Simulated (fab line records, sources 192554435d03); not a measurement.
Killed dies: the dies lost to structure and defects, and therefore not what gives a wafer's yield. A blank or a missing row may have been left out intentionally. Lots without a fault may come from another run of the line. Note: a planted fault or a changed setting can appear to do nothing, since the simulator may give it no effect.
fab line records	flow n5_finfet
record lots=24	wafers=72	last_day=17
route steps=1938 shown BEOL_M9@1456 BEOL_M10@1488
lots untouched by any fault: they come from a run of this same line in which no faults occurred
start_h: hours from the record's first day to the start of the lot's first wafer shown	wait_h: hours since the lot's step before	" repeats the value in the row above	L1.1+2: a single row standing in for several wafers	- value missing, or start not given	* or withheld: withheld	< > ~ a bound
route shown NAME@n: names a module that has steps shown in the file, with the first one's number in the route	usual: mean and standard deviation over wafers with no fault	same: alike in all rows	chamber/n: place in a boat	sites: readings site by site	_std_site: standard deviation across them	_edge_site: outer sites' mean less inner sites'	radius_mm: how far each site lies from the wafer's centre	mask NAME#n: copy n	behind: the last tool/chamber to shape the wafer	hold: reason for holding the lot/hours on hold/outcome of the hold	device: the transistor (n, p or np) that didn't switch	end of line: the same wafers' tests at the end of the route	where a step has no rows: the recipe by itself	killed: dies that structure and defects cost at the first sort, which is not the same as the wafer's yield	map: a wafer's dies, marking killed ones x, the rest . and places with no die _
set.NAME: the setting the step ran with; set.NAME@STEP: the setting that earlier step ran with	model.NAME: the simulator's own value behind a step, which no gauge read
route steps across a sampled set of lots; one table per step, one row per wafer
services: a tool's chamber out of use, with start hour (start_h, from the record's first day; less than 0 if before it), hours out, and reason
## steps
# step N5_BEOL_M9_DEGAS_44
# recipe ambient=vacuum	temp_c=250	time_s=60
# usual heater_power_w=329/25
lot.wafer	tool	chamber	start_h	wait_h	heater_power_w
L074.2	pvd_sputter-02	-	199.26	2.3	306
L074.3	"	-	"	"	307
L074.4	"	-	"	"	318
L075.3	pvd_sputter-03	-	205.57	0.8	369
L075.5	"	-	"	"	303
L075.6	"	-	"	"	335
L076.2	pvd_sputter-02	-	205.68	0.5	347
L076.5	"	-	"	"	337
L076.6	"	-	"	"	315
L077.2	pvd_sputter-02	-	222.26	0.5	347
L077.5	"	-	"	"	315
L077.6	"	-	"	"	299
L080.1	pvd_sputter-02	-	231.26	0.6	322
L080.4	"	-	"	"	296
L080.5	"	-	"	"	359
L079.3	pvd_sputter-03	-	231.55	0.3	360
L079.5	"	-	"	"	340
L079.6	"	-	"	"	304
L078.1	pvd_sputter-03	-	231.63	0.5	337
L078.3	"	-	"	"	307
L078.6	"	-	"	"	334
L081.2	pvd_sputter-02	-	244.93	0.2	318
L081.4	"	-	"	"	309
L081.6	"	-	"	"	296
L083.4	pvd_sputter-01	-	249.97	0.4	351
L083.5	"	-	"	"	362
L083.6	"	-	"	"	344
L082.1	pvd_sputter-03	-	252.85	0.5	309
L082.2	"	-	"	"	338
L082.4	"	-	"	"	350
L084.3	pvd_sputter-03	-	253.15	0.2	303
L084.4	"	-	"	"	359
L084.5	"	-	"	"	361
L085.2	pvd_sputter-01	-	266.50	0.7	320
L085.3	"	-	"	"	356
L085.6	"	-	"	"	322
L086.1	pvd_sputter-03	-	272.52	0.3	365
L086.2	"	-	"	"	340
L086.4	"	-	"	"	351
L087.2	pvd_sputter-02	-	276.82	0.2	317
L087.3	"	-	"	"	315
L087.6	"	-	"	"	298
L088.1	pvd_sputter-01	-	286.37	1.5	349
L088.2	"	-	"	"	291
L088.4	"	-	"	"	325
L090.1	pvd_sputter-01	-	287.03	1.7	330
L090.4	"	-	"	"	346
L090.6	"	-	"	"	292
L091.1	pvd_sputter-01	-	294.43	0.5	349
L091.3	"	-	"	"	288
L091.4	"	-	"	"	365
L089.1	pvd_sputter-02	-	294.65	0.3	320
L089.4	"	-	"	"	346
L089.6	"	-	"	"	308
L092.2	pvd_sputter-01	-	300.99	0.3	350
L092.4	"	-	"	"	288
L092.6	"	-	"	"	323
L093.1	pvd_sputter-03	-	306.25	0.4	348
L093.5	"	-	"	"	310
L093.6	"	-	"	"	335
L094.2	pvd_sputter-03	-	309.30	0.2	358
L094.3	"	-	"	"	334
L094.5	"	-	"	"	359
L095.1	pvd_sputter-02	-	315.19	0.3	312
L095.2	"	-	"	"	297
L095.4	"	-	"	"	341
L096.2	pvd_sputter-01	-	334.96	0.5	354
L096.3	"	-	"	"	360
L096.4	"	-	"	"	324
L097.2	pvd_sputter-02	-	344.70	0.6	293
L097.3	"	-	"	"	310
L097.6	"	-	"	"	313
# step N5_BEOL_M9_ALD_74
# recipe material=TaN	target_thk_a=20	temp_c=275	ald_precursor_family=PDMAT	ald_co_reactant=NH3	pressure_torr=3	carrier_flow_sccm=1500	pulse_time_s=2	purge_time_s=3	co_reactant_purge_time_s=2	co_reactant_pulse_time_s=3	ald_cycles=40	precursor_vessel_temp_c=75	precursor_vessel_pressure_torr=26.25	precursor_vessel_carrier_sccm=1000
# usual heater_power_w=420/29
# same co_reactant_purge_time_s=2
lot.wafer	tool	chamber	start_h	wait_h	heater_power_w
L074.2	ald_metal-03	1	199.41	0.1	454
L074.3	"	0	"	"	425
L074.4	"	0	"	"	442
L075.3	ald_metal-03	0	205.67	0.0	444
L075.5	"	3	"	"	413
L075.6	"	0	"	"	428
L076.2	ald_metal-01	2	205.78	0.0	447
L076.5	"	0	"	"	432
L076.6	"	1	"	"	475
L077.2	ald_metal-02	0	222.36	0.0	383
L077.5	"	3	"	"	427
L077.6	"	0	"	"	392
L080.1	ald_metal-02	1	231.36	0.0	408
L080.4	"	2	"	"	375
L080.5	"	2	"	"	370
L079.3	ald_metal-01	1	231.65	0.0	474
L079.5	"	0	"	"	431
L079.6	"	1	"	"	464
L078.1	ald_metal-02	1	231.75	0.1	389
L078.3	"	3	"	"	427
L078.6	"	3	"	"	415
L081.2	ald_metal-02	0	245.07	0.1	381
L081.4	"	1	"	"	398
L081.6	"	2	"	"	384
L083.4	ald_metal-03	3	250.20	0.2	397
L083.5	"	1	"	"	461
L083.6	"	0	"	"	435
L082.1	ald_metal-02	2	252.96	0.0	379
L082.2	"	1	"	"	403
L082.4	"	0	"	"	380
L084.3	ald_metal-03	2	253.26	0.0	408
L084.4	"	0	"	"	429
L084.5	"	2	"	"	406
L085.2	ald_metal-03	1	266.60	0.0	451
L085.3	"	0	"	"	418
L085.6	"	0	"	"	435
L086.1	ald_metal-02	1	272.64	0.1	391
L086.2	"	3	"	"	424
L086.4	"	0	"	"	378
L087.2	ald_metal-03	2	276.94	0.1	404
L087.3	"	3	"	"	403
L087.6	"	0	"	"	430
L088.1	ald_metal-02	2	286.70	0.3	372
L088.2	"	0	"	"	388
L088.4	"	3	"	"	412
L090.1	ald_metal-02	2	287.16	0.1	371
L090.4	"	1	"	"	397
L090.6	"	0	"	"	379
L091.1	ald_metal-01	1	294.67	0.2	472
L091.3	"	0	"	"	429
L091.4	"	2	"	"	457
L089.1	ald_metal-03	0	294.75	0.0	427
L089.4	"	1	"	"	443
L089.6	"	2	"	"	403
L092.2	ald_metal-01	3	301.09	0.0	444
L092.4	"	1	"	"	490
L092.6	"	3	"	"	443
L093.1	ald_metal-02	1	306.35	0.0	406
L093.5	"	1	"	"	406
L093.6	"	2	"	"	379
L094.2	ald_metal-03	1	309.40	0.0	456
L094.3	"	0	"	"	421
L094.5	"	2	"	"	407
L095.1	ald_metal-01	2	315.29	0.0	455
L095.2	"	1	"	"	484
L095.4	"	0	"	"	427
L096.2	ald_metal-01	3	335.06	0.0	426
L096.3	"	0	"	"	423
L096.4	"	2	"	"	446
L097.2	ald_metal-01	2	344.82	0.1	456
L097.3	"	3	"	"	430
L097.6	"	1	"	"	471
# step N5_BEOL_M10_ETCH_62
# recipe chemistry=N2/H2	target=SOC	target_depth_a=1100	overetch_a=220	mask_material=SiARC	temp_c=40	time_s=165	ion_energy_ev=200	pressure_mtorr=30	source_w=840	bias_w=150	n2_flow_sccm=200	h2_flow_sccm=200
# usual drypump_motor_current_A=5.6/0.37	n2_flow_sccm=200.1/0.52	oes_product_au=0.67/0.075	rf_vpp_V=524.3/2.3	showerhead_plenum_p_Torr=2.55/0.078	throttle_valve_pct=17.92/0.18
lot.wafer	tool	chamber	start_h	wait_h	drypump_motor_current_A	n2_flow_sccm	oes_product_au	rf_hours_counter_h	rf_vpp_V	showerhead_plenum_p_Torr	throttle_valve_pct
L074.2	rie_diel-02	2	204.73	0.0	5.0	200.6	0.61	209	523.9	2.51	17.90
L074.3	"	0	"	"	5.3	200.3	0.72	54	526.3	2.59	18.03
L074.4	"	1	"	"	5.5	199.6	0.60	210	527.4	2.63	18.12
L076.2	rie_diel-04	2	211.91	0.0	6.4	199.8	0.61	195	519.5	2.43	17.86
L076.5	"	1	"	"	5.4	200.3	0.73	-	524.6	2.57	17.87
L076.6	"	2	"	"	6.4	199.6	0.62	-	520.8	2.43	17.85
L075.3	rie_diel-04	3	212.22	0.0	5.7	199.6	0.61	209	524.0	2.51	18.12
L075.5	"	3	"	"	5.7	200.1	0.61	-	524.4	2.51	18.11
L075.6	"	1	"	"	5.4	200.2	0.73	-	525.0	2.57	17.89
L077.2	rie_diel-02	3	226.77	0.0	5.8	199.8	0.70	73	527.0	2.67	17.79
L077.5	"	3	"	"	5.8	200.0	0.70	-	528.2	2.67	17.77
L077.6	"	0	"	"	5.3	199.9	0.71	-	524.9	2.58	18.04
L080.1	rie_diel-02	3	235.01	0.0	5.8	199.3	0.69	76	527.6	2.67	17.79
L080.4	"	1	"	"	5.6	200.2	0.59	220	527.3	2.63	18.13
L080.5	"	2	"	"	5.0	200.5	0.60	-	522.4	2.50	17.93
L079.3	rie_diel-02	2	236.64	0.0	5.0	200.6	0.59	221	522.6	2.50	17.91
L079.5	"	1	"	"	5.6	200.5	0.59	-	524.2	2.63	18.12
L079.6	"	0	"	"	5.3	198.9	0.71	-	526.2	2.58	18.04
L078.1	rie_diel-02	3	236.89	0.0	5.7	200.6	0.69	77	527.6	2.67	17.79
L078.3	"	2	"	"	5.0	200.8	0.60	221	522.5	2.50	17.92
L078.6	"	0	"	"	5.3	199.6	0.71	-	525.2	2.58	18.05
L081.2	rie_diel-06	0	250.20	0.0	6.0	199.7	0.81	12	524.8	2.57	17.51
L081.4	"	2	"	"	5.3	199.4	0.60	-	520.4	2.40	18.13
L081.6	"	3	"	"	5.9	199.6	0.80	-	523.6	2.49	17.93
L083.4	rie_diel-04	3	258.03	0.0	5.7	200.4	0.60	229	523.6	2.51	18.16
L083.5	"	0	"	"	6.1	199.1	0.64	-	520.5	2.43	17.71
L083.6	"	3	"	"	5.7	199.6	0.60	-	521.9	2.50	18.15
L082.1	rie_diel-06	3	258.44	0.0	5.9	200.1	0.79	11	521.5	2.49	17.97
L082.2	"	2	"	"	5.3	200.2	0.59	245	520.6	2.40	18.13
L082.4	"	0	"	"	5.9	199.4	0.80	16	523.6	2.57	17.53
L084.3	rie_diel-02	1	258.68	0.0	5.6	200.1	0.59	229	525.2	2.62	18.13
L084.4	"	3	"	"	5.7	200.7	0.68	85	527.8	2.67	17.82
L084.5	"	1	"	"	5.6	200.4	0.59	-	526.3	2.62	18.12
L085.2	rie_diel-02	3	271.21	0.0	5.8	200.3	0.69	89	527.5	2.67	17.81
L085.3	"	1	"	"	5.6	199.9	0.58	233	526.1	2.62	18.13
L085.6	"	0	"	"	5.3	199.5	0.70	-	524.4	2.58	18.07
L086.1	rie_diel-06	3	276.34	0.0	5.9	199.8	0.79	17	521.8	2.49	17.96
L086.2	"	0	"	"	5.9	199.6	0.78	22	524.6	2.56	17.54
L086.4	"	3	"	"	5.9	200.5	0.78	-	523.8	2.49	17.95
L087.2	rie_diel-06	3	280.27	0.0	5.9	199.3	0.78	18	522.2	2.49	17.97
L087.3	"	1	"	"	6.1	200.9	0.77	9	527.6	2.59	17.66
L087.6	"	0	"	"	6.0	200.1	0.78	-	524.9	2.56	17.52
L088.1	rie_diel-02	0	290.84	0.0	5.3	200.5	0.69	87	524.0	2.57	18.07
L088.2	"	1	"	"	5.5	201.4	0.58	243	526.1	2.62	18.16
L088.4	"	3	"	"	5.8	200.3	0.67	98	528.6	2.66	17.81
L090.1	rie_diel-04	2	291.37	0.0	6.4	200.1	0.60	224	521.1	2.42	17.91
L090.4	"	3	"	"	5.7	200.1	0.59	241	524.4	2.50	18.17
L090.6	"	1	"	"	5.4	199.9	0.70	-	523.9	2.56	17.94
L091.1	rie_diel-02	2	298.58	0.0	5.0	200.7	0.59	239	521.4	2.50	17.96
L091.3	"	3	"	"	5.8	199.5	0.67	101	527.4	2.66	17.83
L091.4	"	1	"	"	5.6	200.4	0.58	245	527.1	2.62	18.15
L089.1	rie_diel-04	0	298.83	0.0	6.1	199.9	0.62	150	520.0	2.43	17.73
L089.4	"	3	"	"	5.6	198.7	0.59	243	522.2	2.50	18.18
L089.6	"	3	"	"	5.7	199.4	0.59	-	522.7	2.50	18.17
L092.2	rie_diel-02	3	306.32	0.0	5.8	200.9	0.67	104	525.9	2.66	17.82
L092.4	"	0	"	"	5.3	199.4	0.68	93	524.8	2.57	18.10
L092.6	"	0	"	"	5.3	200.4	0.68	-	525.7	2.57	18.10
L093.1	rie_diel-02	0	309.93	0.0	5.3	200.1	0.69	94	524.3	2.57	18.08
L093.5	"	2	"	"	5.0	201.0	0.58	-	522.2	2.49	17.96
L093.6	"	3	"	"	5.8	200.4	0.67	-	527.8	2.66	17.84
L094.2	rie_diel-04	3	313.27	0.0	5.7	199.6	0.59	248	522.8	2.50	18.18
L094.3	"	0	"	"	6.1	200.0	0.62	155	521.5	2.42	17.75
L094.5	"	1	"	"	5.4	200.2	0.69	-	525.3	2.56	17.93
L095.1	rie_diel-06	3	321.29	0.0	5.9	200.7	0.76	33	522.0	2.48	18.01
L095.2	"	0	"	"	5.9	200.8	0.76	39	524.1	2.56	17.57
L095.4	"	2	"	"	5.3	200.3	0.79	11	528.5	2.71	17.70
L096.2	rie_diel-02	0	339.06	0.0	5.3	199.9	0.67	108	523.4	2.56	18.10
L096.3	"	3	"	"	5.7	200.4	0.66	119	526.3	2.66	17.86
L096.4	"	1	"	"	5.6	200.3	0.80	-	526.1	2.61	17.74
L097.2	rie_diel-04	2	350.09	0.0	6.4	200.1	0.58	247	519.8	2.41	17.93
L097.3	"	3	"	"	5.7	199.3	0.83	4	522.8	2.49	17.78
L097.6	"	2	"	"	6.4	199.7	0.58	-	519.3	2.41	17.95
# step N5_BEOL_M10_STRIP_36
# recipe chemistry=N2/H2	power_w=450	temp_c=40	pressure_mtorr=20	rf_frequency_hz=6e+07	overash_fraction=0.3	bias_power_w=7	h2_frac=0.5	n2_flow_sccm=200	h2_flow_sccm=200
# usual drypump_motor_current_A=5.7/0.39	n2_flow_sccm=199.9/0.61	oes_product_au=0.80/0.1	rf_vpp_V=59.1/2	showerhead_plenum_p_Torr=2.53/0.085	throttle_valve_pct=23.68/0.2
lot.wafer	tool	chamber	start_h	wait_h	drypump_motor_current_A	n2_flow_sccm	oes_product_au	rf_hours_counter_h	rf_vpp_V	showerhead_plenum_p_Torr	throttle_valve_pct
L074.2	rie_diel-04	2	205.97	0.0	6.4	200.5	0.74	194	57.0	2.43	23.54
L074.3	"	1	"	"	5.4	198.9	0.86	65	59.5	2.57	23.76
L074.4	"	3	"	"	5.7	199.6	0.73	207	59.6	2.51	23.93
L076.2	rie_diel-06	1	213.24	0.0	6.1	199.9	0.70	251	58.9	2.59	23.82
L076.5	"	1	"	"	6.1	200.7	0.70	-	63.0	2.59	23.83
L076.6	"	3	"	"	5.9	199.1	0.68	-	56.5	2.49	24.11
L075.3	rie_diel-02	0	213.71	0.0	5.4	199.4	0.87	57	60.0	2.58	23.99
L075.5	"	0	"	"	5.3	200.2	0.86	-	58.3	2.58	23.96
L075.6	"	1	"	"	5.5	199.7	0.69	-	54.7	2.62	23.80
L077.2	rie_diel-04	0	228.60	0.0	6.2	200.1	0.76	122	56.3	2.43	23.43
L077.5	"	1	"	"	5.4	199.9	0.86	-	60.6	2.57	23.74
L077.6	"	0	"	"	6.1	200.2	0.75	-	58.0	2.43	23.43
L080.1	rie_diel-04	2	236.16	0.0	6.4	199.9	0.72	206	56.4	2.42	23.57
L080.4	"	1	"	"	5.4	199.3	0.86	77	60.0	2.56	23.80
L080.5	"	3	"	"	5.7	199.6	0.72	-	60.1	2.51	23.90
L079.3	rie_diel-02	0	238.32	0.0	5.3	199.2	0.87	66	60.4	2.58	23.98
L079.5	"	3	"	"	5.8	199.7	0.81	-	59.0	2.67	23.70
L079.6	"	2	"	"	5.0	200.0	0.71	-	55.4	2.50	23.69
L078.1	rie_diel-06	2	238.72	0.0	5.3	200.2	0.69	237	59.3	2.40	23.90
L078.3	"	3	"	"	5.9	200.1	0.96	3	58.7	2.49	23.71
L078.6	"	0	"	"	5.9	198.9	0.98	-	59.4	2.57	23.38
L081.2	rie_diel-04	1	251.57	0.0	5.4	199.4	0.85	83	60.4	2.56	23.81
L081.4	"	0	"	"	6.2	198.4	0.75	131	53.8	2.43	23.39
L081.6	"	2	"	"	6.4	200.3	0.70	-	57.0	2.42	23.59
L083.4	rie_diel-06	3	259.34	0.0	5.9	199.5	0.92	11	58.1	2.49	23.73
L083.5	"	1	"	"	6.1	200.5	0.96	-	57.5	2.59	23.39
L083.6	"	0	"	"	6.0	199.6	0.94	-	58.9	2.56	23.40
L082.1	rie_diel-06	0	260.00	0.0	6.0	199.3	0.94	17	56.7	2.56	23.36
L082.2	"	2	"	"	5.3	199.7	0.69	245	57.0	2.39	23.92
L082.4	"	1	"	"	6.1	200.8	0.99	1	57.7	2.59	23.43
L084.3	rie_diel-02	1	260.04	0.0	5.6	199.8	0.72	230	57.9	2.62	23.81
L084.4	"	3	"	"	5.8	200.8	0.81	85	57.1	2.67	23.72
L084.5	"	3	"	"	5.8	200.6	0.80	-	62.0	2.67	23.72
L085.2	rie_diel-06	1	272.50	0.0	6.1	199.5	0.94	5	58.4	2.58	23.41
L085.3	"	2	"	"	5.3	201.3	0.67	249	57.7	2.39	23.92
L085.6	"	1	"	"	6.1	200.3	0.93	-	59.9	2.59	23.39
L086.1	rie_diel-04	1	278.15	0.0	5.4	199.4	0.85	93	59.5	2.56	23.80
L086.2	"	3	"	"	5.7	199.9	0.69	236	61.8	2.50	23.94
L086.4	"	2	"	"	6.4	199.2	0.70	222	62.8	2.42	23.56
L087.2	rie_diel-02	0	282.73	0.0	5.3	199.6	0.83	83	62.0	2.57	24.01
L087.3	"	2	"	"	5.0	199.2	0.68	234	61.2	2.50	23.72
L087.6	"	2	"	"	5.0	199.2	0.69	-	62.2	2.50	23.68
L088.1	rie_diel-06	3	293.62	0.0	6.0	199.7	0.89	24	56.9	2.48	23.73
L088.2	"	1	"	"	6.1	199.6	0.94	14	59.0	2.58	23.42
L088.4	"	2	"	"	5.3	200.4	0.99	0	59.1	2.71	23.57
L090.1	rie_diel-02	1	294.16	0.0	5.5	200.2	0.69	244	60.0	2.61	23.88
L090.4	"	3	"	"	5.7	200.6	0.79	99	58.5	2.66	23.76
L090.6	"	3	"	"	5.7	199.2	0.81	-	60.7	2.66	23.78
L091.1	rie_diel-04	2	299.73	0.0	6.4	199.4	0.69	226	62.7	2.42	23.63
L091.3	"	3	"	"	5.7	199.7	0.69	244	56.6	2.50	23.96
L091.4	"	0	"	"	6.2	199.6	0.75	150	60.7	2.42	23.44
L089.1	rie_diel-04	2	300.30	0.0	6.4	199.0	0.70	227	59.5	2.42	23.58
L089.4	"	0	"	"	6.1	200.9	0.76	150	56.5	2.42	23.46
L089.6	"	3	"	"	5.6	201.2	0.69	-	59.5	2.49	23.94
L092.2	rie_diel-06	1	307.63	0.0	6.1	199.3	0.92	21	60.9	2.58	23.39
L092.4	"	0	"	"	6.0	199.6	0.92	34	62.0	2.56	23.44
L092.6	"	1	"	"	6.1	198.6	0.92	-	61.6	2.58	23.42
L093.1	rie_diel-06	1	311.42	0.0	6.1	200.6	0.91	22	58.9	2.58	23.42
L093.5	"	1	"	"	6.1	200.0	0.92	-	60.1	2.58	23.45
L093.6	"	2	"	"	5.3	199.9	0.96	-	62.3	2.71	23.55
L094.2	rie_diel-02	3	314.29	0.0	5.8	200.1	0.78	108	61.1	2.66	23.77
L094.3	"	0	"	"	5.3	199.8	0.82	97	54.7	2.56	24.06
L094.5	"	0	"	"	5.3	200.2	0.81	-	58.6	2.56	24.02
L095.1	rie_diel-04	2	322.44	0.0	6.4	200.3	0.69	235	59.6	2.41	23.63
L095.2	"	1	"	"	5.4	200.9	0.82	109	57.2	2.55	23.83
L095.4	"	0	"	"	6.1	199.8	0.72	-	57.8	2.42	23.46
L096.2	rie_diel-06	2	340.07	0.0	5.2	200.2	0.91	18	60.0	2.70	23.61
L096.3	"	0	"	"	6.0	200.1	0.89	47	58.4	2.55	23.43
L096.4	"	3	"	"	6.0	200.2	0.86	40	62.0	2.47	23.77
L097.2	rie_diel-06	2	351.25	0.0	5.4	200.3	0.93	22	63.0	2.70	23.61
L097.3	"	3	"	"	5.9	200.8	0.87	44	56.6	2.47	23.75
L097.6	"	1	"	"	6.1	199.7	0.88	-	58.0	2.57	23.45
# step N5_BEOL_M10_OCD_MEAS_38
# usual trench_depth_nm=150/3.7
lot.wafer	tool	chamber	start_h	wait_h	trench_depth_nm
L074.2	ocd-01	-	206.19	-	147
L074.3	"	-	"	"	154
L074.4	"	-	"	"	149
L076.2	ocd-01	-	213.46	-	144
L076.5	"	-	"	"	143
L076.6	"	-	"	"	144
L075.3	ocd-01	-	213.94	-	151
L075.5	"	-	"	"	151
L075.6	"	-	"	"	147
L077.2	ocd-01	-	228.83	-	147
L077.5	"	-	"	"	154
L077.6	"	-	"	"	148
L080.1	ocd-02	-	236.38	-	149
L080.4	"	-	"	"	155
L080.5	"	-	"	"	147
L079.3	ocd-02	-	238.55	-	151
L079.5	"	-	"	"	150
L079.6	"	-	"	"	146
L078.1	ocd-01	-	238.94	-	150
L078.3	"	-	"	"	151
L078.6	"	-	"	"	156
L081.2	ocd-01	-	251.80	-	153
L081.4	"	-	"	"	149
L081.6	"	-	"	"	147
L083.4	ocd-01	-	259.56	-	149
L083.5	"	-	"	"	153
L083.6	"	-	"	"	154
L082.1	ocd-02	-	260.23	-	156
L082.2	"	-	"	"	151
L082.4	"	-	"	"	154
L084.3	ocd-01	-	260.26	-	147
L084.4	"	-	"	"	148
L084.5	"	-	"	"	148
L085.2	ocd-01	-	272.72	-	153
L085.3	"	-	"	"	149
L085.6	"	-	"	"	154
L086.1	ocd-02	-	278.37	-	151
L086.2	"	-	"	"	144
L086.4	"	-	"	"	145
L087.2	ocd-02	-	282.95	-	149
L087.3	"	-	"	"	143
L087.6	"	-	"	"	144
L088.1	ocd-01	-	293.85	-	149
L088.2	"	-	"	"	155
L088.4	"	-	"	"	155
L090.1	ocd-02	-	294.38	-	148
L090.4	"	-	"	"	150
L090.6	"	-	"	"	150
L091.1	ocd-01	-	299.95	-	145
L091.3	"	-	"	"	146
L091.4	"	-	"	"	149
L089.1	ocd-02	-	300.52	-	145
L089.4	"	-	"	"	146
L089.6	"	-	"	"	145
L092.2	ocd-02	-	307.85	-	155
L092.4	"	-	"	"	155
L092.6	"	-	"	"	154
L093.1	ocd-01	-	311.64	-	153
L093.5	"	-	"	"	154
L093.6	"	-	"	"	157
L094.2	ocd-02	-	314.52	-	150
L094.3	"	-	"	"	150
L094.5	"	-	"	"	150
L095.1	ocd-02	-	322.66	-	146
L095.2	"	-	"	"	151
L095.4	"	-	"	"	147
L096.2	ocd-02	-	340.30	-	156
L096.3	"	-	"	"	155
L096.4	"	-	"	"	147
L097.2	ocd-02	-	351.48	-	156
L097.3	"	-	"	"	146
L097.6	"	-	"	"	153
# step N5_BEOL_M10_DEGAS_44
# recipe ambient=vacuum	temp_c=250	time_s=60
# usual heater_power_w=334/25
lot.wafer	tool	chamber	start_h	wait_h	heater_power_w
L074.2	pvd_sputter-01	-	208.53	1.9	320
L074.3	"	-	"	"	359
L074.4	"	-	"	"	296
L076.2	pvd_sputter-02	-	214.22	0.5	312
L076.5	"	-	"	"	308
L076.6	"	-	"	"	313
L075.3	pvd_sputter-03	-	214.70	0.2	306
L075.5	"	-	"	"	308
L075.6	"	-	"	"	344
L077.2	pvd_sputter-02	-	230.46	1.3	315
L077.5	"	-	"	"	341
L077.6	"	-	"	"	297
L080.1	pvd_sputter-03	-	236.90	0.3	350
L080.4	"	-	"	"	337
L080.5	"	-	"	"	366
L079.3	pvd_sputter-03	-	240.76	1.9	369
L079.5	"	-	"	"	357
L079.6	"	-	"	"	307
L078.1	pvd_sputter-03	-	240.96	1.8	326
L078.3	"	-	"	"	369
L078.6	"	-	"	"	341
L081.2	pvd_sputter-01	-	252.83	0.7	298
L081.4	"	-	"	"	318
L081.6	"	-	"	"	375
L083.4	pvd_sputter-01	-	260.18	0.2	362
L083.5	"	-	"	"	294
L083.6	"	-	"	"	360
L082.1	pvd_sputter-01	-	260.78	0.3	350
L082.2	"	-	"	"	282
L082.4	"	-	"	"	367
L084.3	pvd_sputter-03	-	260.94	0.3	305
L084.4	"	-	"	"	370
L084.5	"	-	"	"	359
L085.2	pvd_sputter-03	-	273.24	0.2	300
L085.3	"	-	"	"	361
L085.6	"	-	"	"	361
L086.1	pvd_sputter-03	-	279.48	0.9	327
L086.2	"	-	"	"	352
L086.4	"	-	"	"	362
L087.2	pvd_sputter-01	-	283.87	0.6	323
L087.3	"	-	"	"	297
L087.6	"	-	"	"	315
L088.1	pvd_sputter-01	-	294.51	0.3	353
L088.2	"	-	"	"	289
L088.4	"	-	"	"	346
L090.1	pvd_sputter-01	-	294.93	0.3	293
L090.4	"	-	"	"	356
L090.6	"	-	"	"	328
L091.1	pvd_sputter-01	-	300.69	0.5	355
L091.3	"	-	"	"	320
L091.4	"	-	"	"	363
L089.1	pvd_sputter-01	-	301.11	0.3	344
L089.4	"	-	"	"	299
L089.6	"	-	"	"	350
L092.2	pvd_sputter-01	-	309.00	0.9	364
L092.4	"	-	"	"	354
L092.6	"	-	"	"	317
L093.1	pvd_sputter-03	-	312.16	0.3	357
L093.5	"	-	"	"	312
L093.6	"	-	"	"	335
L094.2	pvd_sputter-03	-	315.11	0.3	350
L094.3	"	-	"	"	307
L094.5	"	-	"	"	333
L095.1	pvd_sputter-01	-	323.63	0.7	319
L095.2	"	-	"	"	287
L095.4	"	-	"	"	354
L096.2	pvd_sputter-02	-	340.94	0.3	304
L096.3	"	-	"	"	314
L096.4	"	-	"	"	347
L097.2	pvd_sputter-03	-	352.35	0.6	332
L097.3	"	-	"	"	369
L097.6	"	-	"	"	365
## services
tool	chamber	start_h	hours	kind
ald_metal-01	-	179.35	1.5	repair
rie_diel-02	-	192.75	0.2	repair
ald_metal-03	2	196.11	14.1	repair
rie_diel-04	0	208.52	8.1	repair
ald_metal-02	2	210.29	17.6	repair
ald_metal-01	-	212.20	1.2	pm
ald_metal-01	2	218.57	58.5	repair
rie_diel-06	-	224.00	4.3	pm
rie_diel-02	2	266.21	11.0	repair
ald_metal-01	-	275.39	2.8	pm
rie_diel-04	-	279.19	1.3	repair
rie_diel-04	2	280.55	4.1	repair
pvd_sputter-02	-	284.61	5.1	repair
rie_diel-02	1	308.79	-	clean
rie_diel-02	1	308.79	-	consumable_replace:focus_ring
rie_diel-02	1	308.79	16.9	scheduled_down
rie_diel-02	1	308.79	16.9	vent_cycle
ald_metal-03	0	310.11	12.2	repair
rie_diel-06	-	319.94	0.8	repair
rie_diel-02	2	325.73	-	clean
rie_diel-02	2	325.73	-	consumable_replace:focus_ring
rie_diel-02	2	325.73	15.4	scheduled_down
rie_diel-02	2	325.73	15.4	vent_cycle
ald_metal-02	-	337.25	14.0	pm
## key
fault none
